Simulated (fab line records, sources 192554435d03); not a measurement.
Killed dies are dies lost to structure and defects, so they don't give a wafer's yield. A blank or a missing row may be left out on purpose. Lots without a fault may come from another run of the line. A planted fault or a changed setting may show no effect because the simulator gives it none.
fab line records | flow n5_finfet
record lots=4 wafers=12 last_day=18
route steps=1938 shown SD_EPI_P@319 SD_ACTIVATION@330 ILD0@335 SDB@347 BEOL_M4@1111 PASSIVATION@1936
lots that met no fault: from a run of the same line without faults
start_h: hours from the record's first day to the start of the lot's first wafer shown | wait_h: hours since the lot's step before | " the same as in the row above | L1.1+2: a row that stands for several wafers | - no value, or no start given | * or withheld: withheld | < > ~ a bound
route shown NAME@n: a module of which the file shows steps, and the number in the route of the first | usual: mean/standard deviation of fault-free wafers | same: alike in all rows | chamber/n: place in a boat | sites: the reading at each site | _std_site: their standard deviation | _edge_site: outer sites' mean less inner sites' | radius_mm: how far each site lies from the wafer's centre | mask NAME#n: copy n | behind: the tool/chamber that last shaped the wafer | hold: why the lot was held/for how many hours/how that ended | device: the transistor (n, p or np) that didn't switch | end of line: the same wafers' tests at the end of the route | a step without rows: its recipe alone | killed: dies lost to structure and defects at the first sort, not the wafer's yield | map: a wafer's dies, x killed, . not, _ none there
set.NAME: the setting as run; set.NAME@STEP: as run at that earlier step | model.NAME: the simulator's own value behind a step, which no gauge read
lots at some steps of the route; a table a step, a row a wafer
services: from which hour (start_h, from the record's first day; less than 0 if before it) a tool's chamber was out of use, for how many hours, and why
## steps
# step N5_SD_EPI_P_PRECLEAN_51
# recipe chemistry=NF3:NH3 afs_cycles=1 temp_c=30 time_s=20 sublimation_temp_c=180 sublimation_time_s=60 pressure_torr=3 rf_power_w=30
# step N5_SD_EPI_P_VAPOR_ETCH_44
# recipe chemistry=NF3/Ar target=SiGe30 temp_c=25 time_s=3.3 mode=isotropic
# step N5_SD_EPI_P_EPI_21
# recipe material=SiGe:B dopant=B temp_c=550 pressure_torr=20 ambient=H2 time_s=355
# step N5_SD_EPI_P_HM_STRIP_48
# recipe chemistry=H3PO4 temp_c=160 material=SiNx target=SiNx target_depth_a=30 overetch_fraction=0.3
# step N5_SD_EPI_P_SRD_49
# recipe dry=ipa_marangoni time_s=30 temp_c=23 rinse_liquid=diw
# step N5_SD_EPI_P_PRECLEAN_24
# recipe chemistry=O3/DIW time_s=45 temp_c=22 o3_ppm=10
# step N5_SD_EPI_P_PRECLEAN_32
# recipe chemistry=dHF time_s=10 dilution=500:1 temp_c=25
# step N5_SD_EPI_P_PRECLEAN_33
# recipe chemistry=SC2 time_s=45 temp_c=35 mix=1:1:50
# step N5_SD_EPI_P_SRD_25
# recipe time_s=30 temp_c=23 rinse_liquid=diw dry=ipa_marangoni
# step N5_SD_ACTIVATION_RTA_00
# recipe temp_c=975 time_s=0 ambient=N2 idle_temp_c=600 ramp_up_c_per_s=150 ramp_down_c_per_s=60 cool_to_c=600
# step N5_SD_ACTIVATION_LSA_01
# recipe temp_c=1080 time_s=0.0008 ambient=N2
# usual wafer_temp_C_max=1085.7/2.3
# columns lot.wafer tool chamber start_h wait_h wafer_temp_C_max
L498.1 laser_anneal-02 0 75.79 0.2 1084.1
L498.3 " 0 " " 1084.2
L498.4 " 0 " " 1083.6
L508.1 laser_anneal-02 0 137.11 0.2 1142.2
L508.4 " 0 " " 1141.0
L508.5 " 0 " " 1140.3
L510.1 laser_anneal-02 0 149.55 0.2 1140.8
L510.3 " 0 " " 1141.0
L510.5 " 0 " " 1142.0
L515.1 laser_anneal-01 0 176.88 0.2 1087.9
L515.2 " 0 " " 1086.2
L515.4 " 0 " " 1086.5
# step N5_SD_ACTIVATION_RS_MEAS_03
# recipe thk_meas_gauge=four-point-probe
# usual RS_SD_N=21.81/0.27 RS_SD_P=56.0/1.2
# columns lot.wafer tool chamber start_h wait_h RS_SD_N[ohm/sq] RS_SD_P[ohm/sq]
L498.1 film_metro-01 - 76.00 0.2 21.79 56.5
L498.3 " - " " 21.91 56.0
L498.4 " - " " 21.42 56.3
L508.1 film_metro-02 - 137.32 0.2 16.33 62.6
L508.4 " - " " 16.27 62.4
L508.5 " - " " 16.49 62.4
L510.1 film_metro-02 - 149.76 0.2 16.30 61.9
L510.3 " - " " 16.16 61.1
L510.5 " - " " 16.39 60.8
L515.1 film_metro-01 - 177.08 0.2 21.68 56.4
L515.2 " - " " 21.79 56.3
L515.4 " - " " 21.85 57.3
# step N5_ILD0_LINER_00
# recipe material=SiNx target_thk_a=40 temp_c=400 ald_precursor_family=SiH2I2 ald_co_reactant=N2/H2-plasma pulse_time_s=1 purge_time_s=2 co_reactant_purge_time_s=2 ald_cycles=80 pressure_torr=2
# step N5_ILD0_FCVD_FILL_01
# recipe material=SiO2_flowable target_thk_a=2000 temp_c=100 pressure_torr=0.8 rf_w=2000 time_s=328.3
# step N5_ILD0_CURE_02
# recipe temp_c=450 time_s=1800 ambient=steam idle_temp_c=400 ramp_up_c_per_min=5 ramp_down_c_per_min=3 densification_p_h2o_torr=640
# step N5_ILD0_CMP_03
# recipe stop_on=SiNx t_overpolish_s=1.9 post_cmp_clean=alkaline_brush down_force_psi=4.1491 platen_rpm=51.796 pad_velocity_m_s=1.0306 target_thk_nm=197.38
# step N5_ILD0_CMP_07
# recipe stop_on=poly-Si material=SiO2_flowable t_overpolish_s=1.18 post_cmp_clean=alkaline_brush down_force_psi=4.1491 platen_rpm=51.796 pad_velocity_m_s=1.0306 target_thk_nm=138.88
# step N5_ILD0_PRECLEAN_10
# recipe chemistry=NF3:NH3 afs_cycles=5 time_s=20 temp_c=30 sublimation_temp_c=180 sublimation_time_s=60 pressure_torr=3 rf_power_w=30
# step N5_ILD0_ALD_15
# recipe material=SiNx target_thk_a=240 temp_c=400 ald_precursor_family=SiH2I2 ald_co_reactant=N2/H2-plasma pulse_time_s=1 ald_cycles=480 purge_time_s=2 co_reactant_purge_time_s=2 pressure_torr=2
# step N5_ILD0_CMP_12
# recipe stop_on=poly-Si material=SiNx t_overpolish_s=6 post_cmp_clean=alkaline_brush down_force_psi=2.5 platen_rpm=51.8 pad_velocity_m_s=1.0307 target_thk_nm=17.67
# step N5_SDB_HM_DEP_00
# recipe material=SiNx target_thk_a=400 temp_c=400 precursor=SiH4/NH3/N2 pressure_torr=1.5 rf_w=300 time_s=35.3
# step N5_SDB_COAT_03
# recipe resist=SOC temp_c=250 time_s=60 spin_rpm=1500 resist_thk_nm=100
# step N5_SDB_COAT_04
# recipe resist=SiARC temp_c=220 time_s=60 spin_rpm=1500 resist_thk_nm=18
# step N5_SDB_COAT_05
# recipe resist=CAR-ArF spin_rpm=1500 resist_thk_nm=90
# step N5_SDB_EBR_07
# recipe solvent=PGMEA ebr_width_mm=1.5
# step N5_SDB_SOFTBAKE_06
# recipe temp_c=110 time_s=60 resist=CAR-ArF
# step N5_SDB_EXPOSE_08
# recipe mask_id=SDB na=1.35 source_shape=conventional sigma_outer=0.5 polarization=unpolarized dose_mj=49.6
# step N5_SDB_PEB_09
# recipe peb_temp_c=withheld peb_time_s=60 resist=CAR-ArF
# step N5_SDB_DEVELOP_10
# recipe develop_time_s=30 developer=TMAH resist=CAR-ArF rinse_liquid=diw dry=air_spin dev_temp_c=23
# step N5_SDB_DESCUM_16
# recipe chemistry=O2 time_s=7.9 source_power_w=50 bias_power_w=20 pressure_mtorr=20 rf_frequency_hz=2.712e+07 temp_c=40 resist=CAR-ArF o2_flow_sccm=225
# step N5_SDB_ETCH_17
# recipe chemistry=CF4 target=SiARC target_depth_a=234 mask_material=CAR-ArF time_s=39 ion_energy_ev=80 pressure_mtorr=40 source_w=545 bias_w=36 Ar_flow_sccm=100 cf4_flow_sccm=100 ends=cleared
# step N5_BEOL_M4_RC_MEAS_101
# usual DIBL_N=36.1/2 DIBL_P=36.3/2.5 IOFF_N=0.16/0.037 IOFF_P=0.21/0.039 IOFF_P_LONG=0.000106/9.9e-06 ION_N=678/15 ION_P=465/8.7 RC_DENSE_N=18.9/0.67 RC_DENSE_P=23.5/0.84 RC_N=15.4/0.53 RC_P=19.2/0.68 REXT_N=75.2/1.7 RS_SD_N=28.3/0.35 RS_SD_P=65.7/1.3 SS_N=71.4/0.7 SS_P=73.3/0.74 VT_N=249/3.6 VT_P=-250.0/2.9
# columns lot.wafer tool chamber start_h wait_h DIBL_N[mV/V] DIBL_P[mV/V] IOFF_N[nA/um] IOFF_P[nA/um] IOFF_P_LONG[nA/um] ION_N[uA/um] ION_P[uA/um] RC_DENSE_N[ohm.um] RC_DENSE_P[ohm.um] RC_N[ohm.um] RC_P[ohm.um] REXT_N[ohm.um] RS_SD_N[ohm/sq] RS_SD_P[ohm/sq] SS_N[mV/dec] SS_P[mV/dec] VT_N[mV] VT_P[mV]
L498.1 prober-02 0 181.07 0.0 37.8 37.0 0.16 0.24 0.00012 687 473 18.8 23.2 15.3 19.3 78.0 28.4 66.2 71.6 73.8 250 -247.3
L498.3 " 0 " " 35.7 32.9 0.12 0.18 0.000107 654 451 18.0 22.6 14.8 18.4 76.9 28.5 64.6 71.3 72.5 254 -252.8
L498.4 " 0 " " 33.7 31.7 0.09 0.17 0.000101 640 449 17.9 22.6 14.8 18.5 77.6 28.2 64.7 70.3 72.8 256 -252.8
L508.1 prober-02 0 275.10 0.0 39.8 47.4 0.22 0.31 0.000667 712 443 14.3 29.0 11.7 23.7 64.8 22.0 73.8 72.5 75.2 245 -252.5
L508.4 " 0 " " 41.2 49.4 0.27 0.37 0.000862 696 428 15.1 30.5 12.2 25.0 66.3 21.9 73.5 73.1 75.9 245 -253.6
L508.5 " 0 " " 39.7 46.9 0.22 0.30 0.000742 707 432 14.6 29.9 11.9 24.1 65.4 22.0 74.1 71.8 75.6 244 -253.3
L510.1 prober-02 0 284.88 0.5 38.0 44.7 0.22 0.30 0.000838 719 435 13.7 27.8 11.2 22.4 64.5 22.0 72.1 71.2 74.9 246 -253.0
L510.3 " 0 " " 36.1 39.9 0.15 0.20 0.000747 688 418 14.1 28.8 11.7 23.4 62.8 22.0 72.1 71.3 74.0 253 -257.1
L510.5 " 0 " " 39.4 45.9 0.24 0.33 0.000883 724 438 14.0 28.4 11.4 23.2 63.4 21.8 71.8 72.3 74.8 245 -251.1
L515.1 prober-02 0 318.63 0.0 37.6 38.3 0.21 0.28 0.000106 701 476 18.9 23.5 15.4 19.2 75.7 28.4 66.9 71.8 74.5 244 -245.1
L515.2 " 0 " " 37.0 35.8 0.17 0.23 0.000101 676 458 19.4 24.1 15.9 19.9 74.6 28.4 66.6 71.6 73.8 248 -251.4
L515.4 " 0 " " 37.3 36.7 0.19 0.25 0.000119 683 461 18.8 23.4 15.3 19.1 74.1 28.4 68.0 71.7 73.7 244 -249.8
# step N5_PASSIVATION_PROBE_49
# usual defect_limited_yield=91.1/1.3 killed_at_M0_to_M3=32/9.7 killed_at_M4_up=16/6 killed_at_contacts=12/5.9 killed_at_front_end=41/11 killed_at_other=4/3.1 killed_dies=104/16 killed_open=68/12 killed_short=34/7.4 sort_bin_5_function=5.1/0.85 sort_bin_6_memory=3.3/0.66 sort_bin_8_speed=0.1/0.53 sort_n_pass=1075/16 sort_yield_pct=91.1/1.4
# same gross_dies=1180 killed_at_back_side=0 sort_bin_4_leakage[%]=0
# columns lot.wafer tool chamber start_h wait_h defect_limited_yield[%] killed_at_M0_to_M3 killed_at_M4_up killed_at_contacts killed_at_front_end killed_at_other killed_dies killed_open killed_short sort_bin_5_function[%] sort_bin_6_memory[%] sort_bin_8_speed[%] sort_n_pass sort_yield_pct[%]
L508.1 prober-02 - 376.91 0.0 91.6 32 16 5 37 9 99 61 38 5.3 2.7 2.5 1051 89.1
L508.4 prober-02 - 377.06 0.2 87.4 47 41 17 43 1 149 113 36 7.6 4.8 41.2 545 46.2
L508.5 prober-02 - 377.11 0.2 91.6 25 14 23 37 0 99 65 30 4.4 3.6 19.7 849 71.9
L510.1 prober-02 - 398.95 0.0 89.7 44 12 16 47 2 121 83 38 6.0 4.0 1.9 1037 87.9
L510.3 prober-02 - 399.05 0.1 90.9 40 16 5 41 5 107 66 40 5.3 3.2 81.1 116 9.8
L510.5 prober-02 - 399.15 0.2 89.9 50 13 6 46 4 119 86 33 5.9 3.6 1.4 1045 88.6
# killed by level:class
L508.1 STI_FIN_REVEAL:geometric_particle:open=12 BEOL_M1:geometric_particle:open=7 BEOL_M4:geometric_particle:open=6 FIN_SAQP:geometric_particle:short=5 MOL_CONTACT_COAG:geometric_particle:open=5 PASS1_CAP:geometric_particle:open=5 STARTING-WAFER:geometric_particle:short=5 STI_FIN_REVEAL:geometric_particle:short=4
L508.4 BEOL_M4:geometric_particle:open=26 BEOL_M3:geometric_particle:open=19 STI_FIN_REVEAL:geometric_particle:open=15 MOL_CONTACT_COAG:geometric_particle:open=13 FIN_SAQP:geometric_particle:open=6 DUMMY_GATE:geometric_particle:open=6 BEOL_M3:geometric_particle:short=6 BEOL_M2:geometric_particle:open=6
L508.5 MOL_CONTACT_COAG:geometric_particle:open=13 MOL_CONTACT_COAG:geometric_particle:short=10 STI_FIN_REVEAL:geometric_particle:open=9 FIN_SAQP:geometric_particle:open=6 BEOL_M3:geometric_particle:open=6 DUMMY_GATE:geometric_particle:open=5 BEOL_M1:geometric_particle:open=5 GATE_CUT:geometric_particle:short=4
L510.1 FIN_SAQP:geometric_particle:open=19 MOL_CONTACT_COAG:geometric_particle:open=12 BEOL_M0_SAQP:geometric_particle:open=12 BEOL_M2:geometric_particle:open=11 BEOL_M0_SAQP:geometric_particle:short=10 FIN_SAQP:geometric_particle:short=9 BEOL_M4:geometric_particle:open=8 DUMMY_GATE:geometric_particle:open=5
L510.3 FIN_SAQP:geometric_particle:short=13 FIN_SAQP:geometric_particle:open=12 BEOL_M2:geometric_particle:open=11 BEOL_M0_SAQP:geometric_particle:open=8 BEOL_M0_SAQP:geometric_particle:short=8 STARTING-WAFER:geometric_particle:short=5 GATE_CUT:geometric_particle:short=4 MOL_CONTACT_COAG:geometric_particle:open=4
L510.5 BEOL_M2:geometric_particle:open=15 FIN_SAQP:geometric_particle:open=13 BEOL_M0_SAQP:geometric_particle:open=12 BEOL_M0_SAQP:geometric_particle:short=8 BEOL_M3:geometric_particle:open=8 FIN_SAQP:geometric_particle:short=7 DUMMY_GATE:geometric_particle:open=7 BEOL_M4:geometric_particle:open=7
# map L508.4 (x killed, . not)
_________________x...........________________
______________.x.....x.....x...._____________
___________............x.........x.__________
__________....x.......x.x..........._________
________.............x...........x...._______
_______....x.....x..............xx.....______
______............x..x...............x.._____
_____...xx............x.......x.....x.x..____
____.................................x...x___
___x..x.................x..xx..........x...__
___..............x.......x.........xx...x..__
__.......x..........xx...x............x.x..._
__...........x..................x.x.....x..._
_.................x...........x....x.....x...
_......x.......x.x.xx..........x.......xxx...
_.................x......x..xx......x..x.x...
_...x.x....x..x...x.x.....x............x.x...
_..xx......x........x..x..........x..x....xx.
_.......xx........x......................x...
_.............xx..................xx..x......
_................x..............x............
__.x..x..x..............x................x.._
__..........x.x..x.......x.....x.x....x....._
___...x..xx..x...........x.................__
___.......................x................__
____..xx..x........x...............x....x.___
_____.......x...x.....x.xx...x...........____
______.........x....x...x.xx......x....._____
_______.........x.x.........x........x.______
________...................x.........._______
__________..........x.......x.x....._________
___________............x.xx.x..x...__________
______________....x...x........._____________
_________________.....x....x.________________
# map L510.1 (x killed, . not)
_________________x...x.x.....________________
______________.......x.........._____________
___________....x...................__________
__________.........................._________
________.................xx....x..x..._______
_______.....x..x..............x........______
______..x.........x.x...............x..x_____
_____......x.....................x.xxx.x.____
____...............x..xx...x....x...xx....___
___...................x..x..............x..__
___x......x......................x.........__
__.................x...........x............_
__....................x....................._
_..................x....................xx...
_............x......x...x..x...........x...x.
_......x.....x...x................x..x.......
_.....x......x.....x........x....x...x.......
_........x........................x..........
_...........x.....x....x.....x......x.....x..
_..x...xxx........x.............x............
_..............x............x.x..xx........x.
__xx.x...x....x...........x.....x..........._
__..x..x..xx.............................x.._
___.x..............x.......x...............__
___...x....x..x..xx............x.....x.xx..__
____............x........x....x...........___
_____........................x.........x.____
______..........................x......._____
_______x............x..........x.....x.______
________.......x..x..................._______
__________...........x.............._________
___________............x...........__________
______________x.x..x..........x._____________
_________________............________________
## services
# columns tool chamber start_h hours kind
laser_anneal-02 - 70.51 1.9 pm
## key
first_sign step=N5_SD_ACTIVATION_LSA_01 reading=wafer_temp_C_max direction=up sigmas=24 usual=* struck=*
effect step=N5_SD_ACTIVATION_RS_MEAS_03 reading=RS_SD_N direction=down sigmas=21 usual=21.81 struck=16.32
effect step=N5_BEOL_M4_RC_MEAS_101 reading=IOFF_P_LONG direction=up sigmas=69 usual=0.000106 struck=0.00079
effect step=N5_BEOL_M4_RC_MEAS_101 reading=RS_SD_N direction=down sigmas=18 usual=28.3 struck=21.9
effect step=N5_BEOL_M4_RC_MEAS_101 reading=RC_N direction=down sigmas=7 usual=15.4 struck=11.7
effect step=N5_BEOL_M4_RC_MEAS_101 reading=RC_DENSE_N direction=down sigmas=6.8 usual=18.9 struck=14.3
effect step=N5_BEOL_M4_RC_MEAS_101 reading=RC_DENSE_P direction=up sigmas=6.6 usual=23.5 struck=29.0
effect step=N5_BEOL_M4_RC_MEAS_101 reading=RC_P direction=up sigmas=6.5 usual=19.2 struck=23.6
effect step=N5_BEOL_M4_RC_MEAS_101 reading=REXT_N direction=down sigmas=6.5 usual=75.2 struck=64.5
effect step=N5_BEOL_M4_RC_MEAS_101 reading=RS_SD_P direction=up sigmas=5.4 usual=65.7 struck=72.9
effect step=N5_BEOL_M4_RC_MEAS_101 reading=ION_P direction=down sigmas=3.8 usual=465 struck=432
effect step=N5_BEOL_M4_RC_MEAS_101 reading=DIBL_P direction=up sigmas=3.7 usual=36.3 struck=45.7
effect step=N5_BEOL_M4_RC_MEAS_101 reading=SS_P direction=up sigmas=2.4 usual=73.3 struck=75.1
effect step=N5_BEOL_M4_RC_MEAS_101 reading=IOFF_P direction=up sigmas=2.3 usual=0.21 struck=0.30 wafers_moved=2
effect step=N5_PASSIVATION_PROBE_49 reading=sort_bin_8_speed direction=up sigmas=46 usual=0.1 struck=24.6
met_at N5_SD_ACTIVATION_LSA_01
struck_wafers L508.1,L508.4,L508.5,L510.1,L510.3,L510.5
onset_between 75.79 137.11
fault kind=process_parameter_drift tool=laser_anneal-02 chamber=- onset_h=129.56 steps=N5_SD_ACTIVATION_LSA_01 channel=temp_c offset=* shape=step end_h=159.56 stated=*
